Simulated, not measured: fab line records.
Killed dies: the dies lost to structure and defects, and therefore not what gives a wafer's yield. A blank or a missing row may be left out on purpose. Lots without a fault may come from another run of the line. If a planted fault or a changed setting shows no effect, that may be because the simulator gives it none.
Matching of chambers :: flow n5_finfet :: 3 sister chambers for N5_BEOL_M6_CURE_74 on uv_cure-03
The step cures SiCOH lowk, time 240 s. 6 wafers are shown with their chamber, then 8 later ones without.

== WAFERS WITH THEIR CHAMBER ==
wafer: L080.2
chamber: 0
wafer_temp_C_max: 386.4
lamp_power_pct (%): 52.33

wafer: L080.4
chamber: 0
wafer_temp_C_max: 386.7
lamp_power_pct (%): 52.22

wafer: L087.3
chamber: 2
wafer_temp_C_max: 387.1
lamp_power_pct (%): 52.37

wafer: L087.4
chamber: 2
wafer_temp_C_max: 386.8
lamp_power_pct (%): 52.33

wafer: L088.5
chamber: 1
wafer_temp_C_max: 386.8
lamp_power_pct (%): 52.35

wafer: L090.3
chamber: 1
wafer_temp_C_max: 387.2
lamp_power_pct (%): 52.35

== WAFERS MISSING THEIR CHAMBER ==
wafer: L090.4
wafer_temp_C_max: 387.2
lamp_power_pct (%): 52.25

wafer: L090.6
wafer_temp_C_max: 387.2
lamp_power_pct (%): 52.29

wafer: L091.2
wafer_temp_C_max: 386.7
lamp_power_pct (%): 52.36

wafer: L091.3
wafer_temp_C_max: 386.6
lamp_power_pct (%): 52.32

wafer: L091.6
wafer_temp_C_max: 386.7
lamp_power_pct (%): 52.32

wafer: L093.1
wafer_temp_C_max: 386.7
lamp_power_pct (%): 52.37

wafer: L093.2
wafer_temp_C_max: 386.5
lamp_power_pct (%): 52.27

wafer: L093.4
wafer_temp_C_max: 386.3
lamp_power_pct (%): 52.43

== THE CHAMBER EACH PASSED THROUGH ==
wafer: L090.4
from the rows above: can't be placed: 1 or 2 or 0
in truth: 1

wafer: L090.6
from the rows above: can't be placed: 1 or 2 or 0
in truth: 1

wafer: L091.2
from the rows above: can't be placed: 2 or 1 or 0
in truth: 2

wafer: L091.3
from the rows above: can't be placed: 0 or 2 or 1
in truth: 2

wafer: L091.6
from the rows above: can't be placed: 0 or 2 or 1
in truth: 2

wafer: L093.1
from the rows above: can't be placed: 2 or 1 or 0
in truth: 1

wafer: L093.2
from the rows above: 0
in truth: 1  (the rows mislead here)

wafer: L093.4
from the rows above: can't be placed: 2 or 1 or 0
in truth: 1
Correctly placed: 0 of 8. Cannot be placed on the basis of these rows: 7; the candidates contain the true chamber in 7. Wrongly placed: 1.
How it was worked out, from the rows above alone: a wafer's distance from a chamber is the root of the sum, over the readings, of the square of ((its reading less the chamber's mean) divided by the reading's scatter). If the next closest chamber is less than 2 further off than the closest, the wafer can't be placed; otherwise it belongs to the closest. A chamber's mean is the mean of its shown wafers. How the scatter is found: for the shown wafers, subtract from each reading the mean of its chamber, square and add these, divide the total by (wafers less chambers), then take the root.
